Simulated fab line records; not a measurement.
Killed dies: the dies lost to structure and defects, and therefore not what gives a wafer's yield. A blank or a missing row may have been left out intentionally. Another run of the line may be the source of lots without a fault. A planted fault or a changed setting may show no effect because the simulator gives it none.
Which tool did it? :: flow n5 finfet :: Sampling: 11 lots, 33 wafers, 2 of 1938 route steps

WHAT EACH GAUGE READ, for each wafer
N5_BEOL_M14_CD_MEAS_17: target cd 250 nm.
lot: L626
measured: day 11 22:35
on: cd sem-01
cd nm (nm): 251.4 248.2 254.4

lot: L628
measured: day 11 20:48
on: cd sem-03
cd nm (nm): 248.6 248.6 253.2

lot: L627
measured: day 11 22:50
on: cd sem-03
cd nm (nm): 253.9 248.9 248.4

lot: L629
measured: day 12 12:22
on: cd sem-01
cd nm (nm): 250.2 252.7 253.1

lot: L631
measured: day 13 04:47
on: cd sem-02
cd nm (nm): 250.4 253.0 254.0

lot: L632
measured: day 13 08:22
on: cd sem-02
cd nm (nm): 249.9 249.3 250.9

lot: L633
measured: day 13 07:36
on: cd sem-03
cd nm (nm): 254.1 254.3 251.8

lot: L634
measured: day 13 12:18
on: cd sem-02
cd nm (nm): 251.3 251.1 252.1

lot: L636
measured: day 14 00:36
on: cd sem-01
cd nm (nm): 254.0 249.6 250.6

lot: L638
measured: day 15 11:01
on: cd sem-02
cd nm (nm): 254.3 255.2 254.0

lot: L647
measured: day 18 08:01
on: cd sem-01
cd nm (nm): 252.9 252.3 252.0

WHICH TOOL RAN EACH LOT (tool, then ch and the chambers of the sampled wafers, then the start)
lot: L626
N5_BEOL_M6_ILD_DEP_00: pecvd-01 ch 0,1,2, day 8 19:36

lot: L628
N5_BEOL_M6_ILD_DEP_00: pecvd-01 ch 0,1,2, day 9 00:49

lot: L627
N5_BEOL_M6_ILD_DEP_00: pecvd-01 ch 0,1, day 9 06:44

lot: L629
N5_BEOL_M6_ILD_DEP_00: pecvd-01 ch 0,2, day 9 18:05

lot: L631
N5_BEOL_M6_ILD_DEP_00: pecvd-01 ch 0,2, day 10 01:12

lot: L632
N5_BEOL_M6_ILD_DEP_00: pecvd-01 ch 0,2, day 10 08:11

lot: L633
N5_BEOL_M6_ILD_DEP_00: pecvd-03 ch 0,1, day 10 09:52

lot: L634
N5_BEOL_M6_ILD_DEP_00: pecvd-01 ch 0,1, day 10 10:07

lot: L636
N5_BEOL_M6_ILD_DEP_00: pecvd-03 ch 0, day 11 10:23

lot: L638
N5_BEOL_M6_ILD_DEP_00: pecvd-03 ch 0,1,2, day 12 10:56

lot: L647
N5_BEOL_M6_ILD_DEP_00: pecvd-01 ch 1,2, day 15 09:09
- N5_BEOL_M6_ILD_DEP_00: deposits SiCOH lowk from DEMS/porogen, target thk 179.75 nm, time 33.4 s.

THE ANSWER, worked out from the rows above alone
Rule: the lots themselves supply what counts as usual. The widest of any qualifying gaps counts: lots, ordered by their means at a reading, are off when they make up no more than a third of the lots, leave a main group of 4 or more, and stand apart from it by 3 or more times the standard deviation of that group's means. Not used: any main group whose means are identical at the precision the tables above print for the reading. Also off: a lot with no number at a reading for which 4 or more lots have one. Any other lot the step has rows for is counted as sound.
No lot is off on any of the readings shown, so nothing can be concluded from this.

WHAT WAS PUT IN BY THE SIMULATOR
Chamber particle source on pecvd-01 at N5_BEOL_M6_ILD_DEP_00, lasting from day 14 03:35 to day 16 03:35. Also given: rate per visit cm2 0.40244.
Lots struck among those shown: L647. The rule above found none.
